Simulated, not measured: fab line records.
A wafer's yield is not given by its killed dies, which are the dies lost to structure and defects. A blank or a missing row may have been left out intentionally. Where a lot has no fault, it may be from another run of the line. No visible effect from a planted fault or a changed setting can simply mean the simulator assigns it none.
Matching of chambers | flow n5-finfet | N5_SPACER0_ALD_07 on ald-sin-01: 4 sister chambers
The step deposits SiNx, target thk 2 nm. 8 wafers are shown with their chamber, then 7 later ones without.

== WAFERS, EACH WITH ITS CHAMBER ==
wafer  | chamber | heater-power-w (W)
L077.4 | 1       | 896
L079.2 | 3       | 822
L079.6 | 2       | 835
L080.3 | 2       | 823
L080.5 | 1       | 886
L080.6 | 0       | 936
L081.1 | 3       | 853
L081.3 | 0       | 924

== WAFERS WITHOUT THEIR CHAMBER ==
wafer  | heater-power-w (W)
L081.6 | 916
L084.2 | 901
L084.4 | 916
L084.5 | 831
L093.3 | 852
L093.4 | 842
L093.6 | 925

== THE CHAMBER EACH PASSED THROUGH ==
wafer  | from the rows above          | in truth
L081.6 | can't be placed: 0 or 1      | 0
L084.2 | can't be placed: 1 or 0      | 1
L084.4 | can't be placed: 0 or 1      | 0
L084.5 | can't be placed: 2 or 3      | 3
L093.3 | can't be placed: 3 or 2 or 1 | 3
L093.4 | can't be placed: 3 or 2      | 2
L093.6 | 0                            | 0
Placed correctly: 1 of 7. Cannot be placed on the basis of these rows: 6; the candidates contain the true chamber in 6. Placed wrongly: 0.
How it was worked out, from the rows above alone: a wafer's distance from a chamber is the root of the sum, over the readings, of the square of ((its reading less the chamber's mean) divided by the reading's scatter). The wafer belongs to the nearest chamber; if the next one is less than 2 further off, it can't be placed. The mean given for a chamber averages the wafers shown for that chamber. The scatter: take each reading less its chamber's mean, square it, sum over the shown wafers, divide by the number of wafers less the number of chambers, and take the root.
